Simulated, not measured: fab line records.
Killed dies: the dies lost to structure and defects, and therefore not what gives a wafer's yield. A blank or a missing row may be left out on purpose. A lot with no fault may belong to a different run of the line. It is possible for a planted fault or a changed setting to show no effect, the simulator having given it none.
Split-lot experiment    flow n5-finfet    39 wafers read from 7 lots, route of 1938 steps

## ON THE SPLIT
At N5_FIN_CUT_ETCH_21 (etches SOC in N2/H2, target depth 219 nm, overetch 43.8 nm, time 523.5 s), the setting bias-w was moved away from the recipe's 61 W on 12 of the 39 wafers read, by -17.9% to +10.8%. The other wafers ran this setting at the recipe's value.

The reading comes from the split's own step.

## THE READING
rf-vpp-V, in V, at N5_FIN_CUT_ETCH_21 (etches SOC in N2/H2, target depth 219 nm, overetch 43.8 nm, time 523.5 s). A value of 241.0 V with a standard deviation of 1.3 V is what fault-free wafers of this fab line usually give.

wafer   tool, chamber at the split  bias-w as run, W  against the recipe  rf-vpp-V, V  against lot-mates on the recipe
L075.1  rie-diel-04, 1              61                recipe              239.2        -
L075.2  rie-diel-04, 2              61                recipe              238.6        -
L075.3  rie-diel-04, 3              61                recipe              240.6        -
L075.4  rie-diel-04, 0              61                recipe              241.1        -
L075.5  rie-diel-04, 0              61                recipe              243.0        -
L075.6  rie-diel-04, 3              61                recipe              240.9        -
L076.1  rie-diel-04, 3              61                recipe              240.3        -
L076.2  rie-diel-04, 1              61                recipe              239.2        -
L076.5  rie-diel-04, 1              61                recipe              238.2        -
L078.1  rie-diel-04, 0              61                recipe              242.3        -
L078.2  rie-diel-04, 1              52.42             -14.1%              216.5        -24.6
L078.3  rie-diel-04, 2              52.42             -14.1%              218.7        -22.4
L078.4  rie-diel-04, 0              61                recipe              242.0        -
L078.5  rie-diel-04, 2              52.42             -14.1%              217.4        -23.7
L078.6  rie-diel-04, 1              61                recipe              238.9        -
L084.1  rie-diel-06, 2              61                recipe              242.0        -
L084.2  rie-diel-06, 1              61                recipe              244.2        -
L084.3  rie-diel-06, 3              50.06             -17.9%              211.5        -31.5
L084.4  rie-diel-06, 0              50.06             -17.9%              213.4        -29.6
L084.5  rie-diel-06, 3              50.06             -17.9%              210.3        -32.7
L084.6  rie-diel-06, 2              61                recipe              242.7        -
L088.1  rie-diel-06, 1              61                recipe              241.8        -
L088.2  rie-diel-06, 2              61                recipe              241.2        -
L088.3  rie-diel-06, 3              61                recipe              239.1        -
L088.4  rie-diel-06, 0              61                recipe              242.2        -
L088.5  rie-diel-06, 0              61                recipe              241.0        -
L088.6  rie-diel-06, 1              61                recipe              240.8        -
L091.1  rie-diel-02, 2              67.58             +10.8%              256.5        +16.2
L091.2  rie-diel-02, 3              61                recipe              241.5        -
L091.3  rie-diel-02, 0              67.58             +10.8%              257.7        +17.4
L091.4  rie-diel-02, 1              61                recipe              239.9        -
L091.5  rie-diel-02, 2              61                recipe              239.5        -
L091.6  rie-diel-02, 3              67.58             +10.8%              258.6        +18.3
L097.1  rie-diel-06, 3              52.63             -13.7%              218.5        -23.5
L097.2  rie-diel-06, 0              52.63             -13.7%              218.4        -23.6
L097.3  rie-diel-06, 1              61                recipe              242.1        -
L097.4  rie-diel-06, 2              61                recipe              242.5        -
L097.5  rie-diel-06, 0              61                recipe              241.4        -
L097.6  rie-diel-06, 3              52.63             -13.7%              217.7        -24.3

FIT RESULTS
A straight line over all 39 wafers: rf-vpp-V changes by +1.63 V for each +1% of bias-w; r = +0.99; the points scatter about the line by 1.4 V.
The same after taking each lot's own level away (the mean of its wafers on the recipe; 39 wafers): +1.7 V for each +1%; r = +1.00; scatter 1.1 V.
The reading moves by 30 V for the largest change in bias-w, on that fit.
The span of the lots' own levels, 239.23 to 242.97 V, comes to 2.9 times the standard deviation stated above.
The two slopes are in agreement: the lot-to-lot level therefore moves the slope only a little.
Check: for one of the wafers moved furthest among these (-17.9%), held out of the fit, the line's prediction against its lot-mates is -30.5 V. It came out at -31.5 V against them.
Tool readings at the split's step, against how far the setting was moved: rf-vpp-V r = +0.99.

## FURTHER SPLITS ON THESE WAFERS
Note: prior to the reading, these wafers also went through further splits. Each is held against what the fit with the lots' levels taken away leaves over:
other split on the same wafers  wafers away from the commonest value  r with rf-vpp-V (lot level and that fit taken away)
N5_FIN_SAQP_ETCH_34 source-w    18                                    -0.01

## THE WHOLE CHAIN: every reading that the file lists as answering this split, in the file's order
step                what it does                                                              reading                                                                           change (the file's fit)                 r (the file's)
N5_FIN_CUT_ETCH_21  etches SOC in N2/H2, target depth 219 nm, overetch 43.8 nm, time 523.5 s  rf-vpp-V                                                                          +1.7 V for each +1% of the setting      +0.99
N5_FIN_CUT_ETCH_21  etches SOC in N2/H2, target depth 219 nm, overetch 43.8 nm, time 523.5 s  SiARC_of_FIN_CUT_COAT_19.thk-nm (the simulator's own value, which no gauge read)  -0.0555 nm for each +1% of the setting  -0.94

## FILE'S OWN FIT
rf-vpp-V changes by +1.7 V for each +1% of bias-w, r = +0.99.
